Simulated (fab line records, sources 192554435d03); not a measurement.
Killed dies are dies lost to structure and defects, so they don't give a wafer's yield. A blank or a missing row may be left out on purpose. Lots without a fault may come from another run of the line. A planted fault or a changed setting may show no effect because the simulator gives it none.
Problem report in the 8D (eight disciplines) form, filled by code | flow n5_finfet | the parts of the form that need people (team, actions taken, sign-off) are left out

1. THE PROBLEM
susceptor_temp_C at N5_BEOL_M7_PECVD_70 reads a mean of 391.52 C on 2 wafers of 2 lots; wafers without a fault read 400.00 C with a standard deviation of 0.22. That is -39 standard deviations from the usual mean.
The step: deposits SiO2 from TEOS/O2, target thk 20 nm, time 22.7 s.
First seen on wafer L860.2, day 11 09:13, on pecvd-04. The record holds 33 wafers of 11 lots with a number at this step. Rule for "out", or "out of limits": more than 4 standard deviations from the usual mean. The other wafers with a number count as sound.

2. WHAT IT IS AND WHAT IT IS NOT
question                    | is                | is not
which readings at this step | susceptor_temp_C  | heater_power_w, showerhead_plenum_p_Torr, throttle_valve_pct
which lots                  | L860, L863        | L852, L854, L865, L866, L867, L870, L871, L873, L874
which wafers of those lots  | L860.2, L863.3    | L860.5, L860.6, L863.1, L863.2
read on which tools         | pecvd-04          | pecvd-01, pecvd-03
when                        | from day 11 09:13 | up to then (8 sound wafers); but 23 sound wafers of L863, L865, L866, L867, L870, L871, L873, L874 came after

3. SUSPECTS, AND WHAT RULES EACH OUT
Counting: a tool at a process step up to the reading stays a suspect if it ran every lot that is out. Sound lots after the first of them don't rule it out here, since some wafers of a struck lot are sound.
- rie_diel-05 at N5_BEOL_M6_STRIP_36 (strips in N2/H2): kept. It ran every lot that is out, first L860 (day 11 05:34).
- pecvd-02 at N5_BEOL_M6_DEP_56 (deposits SiCN from 3MS/NH3, target thk 10 nm, time 17.5 s): kept. It ran every lot that is out, first L860 (day 11 08:17); its last sound lot up to then is L852 (day 8 23:57).
- pecvd-04 at N5_BEOL_M7_PECVD_70 (deposits SiO2 from TEOS/O2, target thk 20 nm, time 22.7 s): kept. It ran every lot that is out, first L860 (day 11 09:13); its last sound lot up to then is L854 (day 9 11:33). Its own readings are out on those wafers: susceptor_temp_C.
- Within pecvd-04 at N5_BEOL_M7_PECVD_70: the wafers that are out ran in chamber 2; their sound lot-mates ran in chambers 0, 1.
Left after counting: rie_diel-05 at N5_BEOL_M6_STRIP_36, pecvd-02 at N5_BEOL_M6_DEP_56, pecvd-04 at N5_BEOL_M7_PECVD_70.

4. THE CAUSE (what the simulator had put in)
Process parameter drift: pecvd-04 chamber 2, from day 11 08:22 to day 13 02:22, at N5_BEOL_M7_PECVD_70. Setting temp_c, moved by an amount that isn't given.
Counting left 3 suspects, and this tool is among them.

5. THE CHAIN OF EFFECTS, in route order
Each row: a reading whose mean over the struck wafers that have a number lies more than 3 standard deviations from the usual. Only readings for which the record gives a usual standard deviation are gone through. hours: the time from each lot's start at the first step in this table that gives one to its start at this step, as a median over the lots. sigmas: the change in usual standard deviations.
hours | step                | reading          | usual    | on struck wafers | change | sigmas
0     | N5_BEOL_M7_PECVD_70 | susceptor_temp_C | 400.00 C | 391.52           | -8.48  | -39
The process steps in it:
- N5_BEOL_M7_PECVD_70: deposits SiO2 from TEOS/O2, target thk 20 nm, time 22.7 s.

6. WHAT WOULD HAVE CAUGHT IT SOONER
In this record the first reading out of limits was taken at day 11 09:13, 1 hour after the fault began at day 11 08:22.
